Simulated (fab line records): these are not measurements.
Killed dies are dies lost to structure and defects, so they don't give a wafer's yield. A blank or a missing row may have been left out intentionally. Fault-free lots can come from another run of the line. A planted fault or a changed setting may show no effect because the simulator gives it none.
Code-filled problem report in 8D (eight disciplines) form :: flow nand harc :: the parts of the form that need people (team, actions taken, sign-off) are left out

== 1. WHAT IS WRONG ==
Wafers with no fault read 60 with a standard deviation of 19, whereas killed dies at NHARC_END_SORT_01 reads a mean of 677 on 1 wafer of 1 lot. Measured from the usual mean, that is +32 standard deviations.
Earliest sighting: wafer L603.1 on prober-01 at day 27 07:38. The record holds 3 wafers of 1 lot with a number at this step. The rule behind "out" and "out of limits": a value lying over 4 standard deviations away from the usual mean. The other wafers with a number count as sound.

== 2. WHAT IT IS, WHAT IT ISN'T ==
question: which readings at this step
is: killed dies, killed at array
is not: killed at periphery

question: which lots
is: L603
is not: -

question: which wafers of those lots
is: L603.1
is not: L603.4, L603.5

question: read on which gauges
is: prober-01
is not: -

question: when
is: from day 27 07:38
is not: up to then (0 sound wafers); but 2 sound wafers of L603 came after

== 3. WHAT RULES OUT EACH SUSPECT ==
Counting: if a tool at a process step up to the reading ran every lot that is out, it stays a suspect. Sound lots after the first of them don't rule it out here, since some wafers of a struck lot are sound.
- the gauge at NHARC_END_SORT_01 has been ruled out. All the wafers that are out were read on prober-01, but those of them that NHARC_A_CHANNEL_HOLE_D1_ETCH_34 has rows for are out there too, on other tools.
- rie diel-05 at NHARC_A_CHANNEL_HOLE_D1_ETCH_34 (etches the open film in CF4/CHF3, target depth 154 nm, time 77 s): kept. It ran the lot that is out, L603 (day 10 12:23). Its own oes product au, rf fwd power W readings are out on those wafers.
- har etch-01 at NHARC_A_CHANNEL_HOLE_D1_ETCH_23 (etches the open film in C4F8/O2/Ar, time 819 s, target depth 1600 nm): kept. It ran the lot that is out, L603 (day 10 15:40).
- har etch-01 at NHARC_A_CHANNEL_HOLE_D1_ETCH_26 (etches the open film in C4F8/O2/Ar, time 224.1 s, target depth 300 nm): kept. It ran the lot that is out, L603 (day 10 17:55).
- The sound lot-mates ran in chamber 1 of rie diel-05 at NHARC_A_CHANNEL_HOLE_D1_ETCH_34, but the wafers that are out ran in chamber 2.
Left after counting: rie diel-05 at NHARC_A_CHANNEL_HOLE_D1_ETCH_34, har etch-01 at NHARC_A_CHANNEL_HOLE_D1_ETCH_23, har etch-01 at NHARC_A_CHANNEL_HOLE_D1_ETCH_26.

== 4. THE CAUSE (what the simulator had put in) ==
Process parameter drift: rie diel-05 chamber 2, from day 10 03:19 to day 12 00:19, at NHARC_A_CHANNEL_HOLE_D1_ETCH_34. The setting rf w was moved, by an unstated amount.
3 suspects survive the count, and this tool is in that group.

== 5. THE CHAIN OF EFFECTS, in route order ==
Each row: a reading whose mean over the struck wafers that have a number lies more than 3 standard deviations from the usual. Only readings whose record carries a usual standard deviation are examined. hours: median over the lots of the time between each lot's start at the first step of this table that gives one and its start at this step. sigmas: the change, counted in usual standard deviations.
hours: 0
step: NHARC_A_CHANNEL_HOLE_D1_ETCH_34
reading: oes product au
usual: 0.948 a.u.
on struck wafers: 0.734
change: -0.214
sigmas: -8.9

hours: 0
step: NHARC_A_CHANNEL_HOLE_D1_ETCH_34
reading: rf fwd power W
usual: 495.8 W
on struck wafers: 297.1
change: -198.7
sigmas: -99 or more

hours: 403
step: NHARC_END_SORT_01
reading: killed at array
usual: 56
on struck wafers: 670
change: +614
sigmas: +32

hours: 403
step: NHARC_END_SORT_01
reading: killed dies
usual: 60
on struck wafers: 677
change: +617
sigmas: +32
It contains these process steps:
- NHARC_A_CHANNEL_HOLE_D1_ETCH_34: etches the open film in CF4/CHF3, target depth 154 nm, time 77 s.

== 6. WHAT WOULD HAVE CAUGHT IT SOONER ==
The first out-of-limits reading at a measuring or inspecting step in this record came at day 27 07:38, 412 hours after the fault's start at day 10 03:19.
Tool's own readings at NHARC_A_CHANNEL_HOLE_D1_ETCH_34, oes product au, rf fwd power W: out on all struck wafers the step has rows for; an alarm limit on them would have tripped on the first.
Lots out: 1; all had begun NHARC_A_CHANNEL_HOLE_D1_ETCH_34 on rie diel-05 by day 27 07:38. Holding the tool at that point would not have protected any of them.
